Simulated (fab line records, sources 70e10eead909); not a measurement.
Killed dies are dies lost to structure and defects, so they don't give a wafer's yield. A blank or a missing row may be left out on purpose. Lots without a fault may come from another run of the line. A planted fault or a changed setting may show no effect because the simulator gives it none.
Chamber matching | flow nand_harc | NHARC_A_CONTACT_DESCUM_13 on rie_diel-04: 4 sister chambers
The step chemistry O2, time 3 s. 14 wafers are shown with their chamber, then 7 later ones without.

WAFERS WITH THEIR CHAMBER
wafer  | chamber | showerhead_plenum_p_Torr (Torr) | drypump_motor_current_A (A) | oes_product_au (a.u.)
L938.1 | 3       | 2.01                            | 5.5                         | 1.010
L938.5 | 3       | 2.01                            | 5.5                         | 1.012
L938.6 | 0       | 1.89                            | 6.0                         | 1.008
L939.1 | 0       | 1.89                            | 5.9                         | 1.021
L939.2 | 1       | 1.90                            | 5.0                         | 0.983
L939.6 | 2       | 1.97                            | 5.8                         | 1.003
L940.1 | 0       | 1.89                            | 6.0                         | 1.010
L940.3 | 3       | 2.01                            | 5.4                         | 1.021
L940.5 | 1       | 1.90                            | 5.1                         | 0.978
L946.1 | 1       | 1.90                            | 5.1                         | 0.986
L946.2 | 0       | 1.88                            | 6.0                         | 1.017
L946.5 | 3       | 2.00                            | 5.4                         | 1.016
L947.1 | 1       | 1.90                            | 5.1                         | 0.964
L947.4 | 3       | 2.00                            | 5.4                         | 0.999

SIGNATURES (means of the wafers above)
reading                  | chamber 0 | chamber 1 | chamber 2 | chamber 3 | scatter within a chamber
showerhead_plenum_p_Torr | 1.8875    | 1.9000    | 1.9700    | 2.0060    | 0.00442
drypump_motor_current_A  | 5.975     | 5.075     | 5.800     | 5.440     | 0.052
oes_product_au           | 1.01400   | 0.97775   | 1.00300   | 1.01160   | 0.00815
Rule: a wafer's distance from a chamber is the root of the sum, over the readings, of the square of ((its reading less the chamber's mean) divided by the reading's scatter). The wafer belongs to the nearest chamber; if the next one is less than 2 further off, it can't be placed. The scatter: the root of (the sum of the squares of (reading less its chamber's mean) over the shown wafers, divided by (wafers less chambers)).

WAFERS WITHOUT THEIR CHAMBER
wafer  | showerhead_plenum_p_Torr (Torr) | drypump_motor_current_A (A) | oes_product_au (a.u.)
L947.6 | 1.96                            | 5.7                         | 1.008
L948.2 | 1.89                            | 5.1                         | 1.010
L948.3 | 2.00                            | 5.4                         | 0.990
L948.6 | 2.00                            | 5.4                         | 0.996
L957.3 | 2.00                            | 5.4                         | 1.008
L957.4 | 1.88                            | 5.9                         | 1.007
L957.6 | 1.96                            | 5.8                         | 1.013

WHICH CHAMBER EACH WENT THROUGH
wafer  | from the rows above | in truth
L947.6 | 2                   | 2
L948.2 | 1                   | 1
L948.3 | 3                   | 3
L948.6 | 3                   | 3
L957.3 | 3                   | 3
L957.4 | 0                   | 0
L957.6 | 2                   | 2
Placed correctly: 7 of 7. Can't be placed from these rows: 0. Placed wrongly: 0.
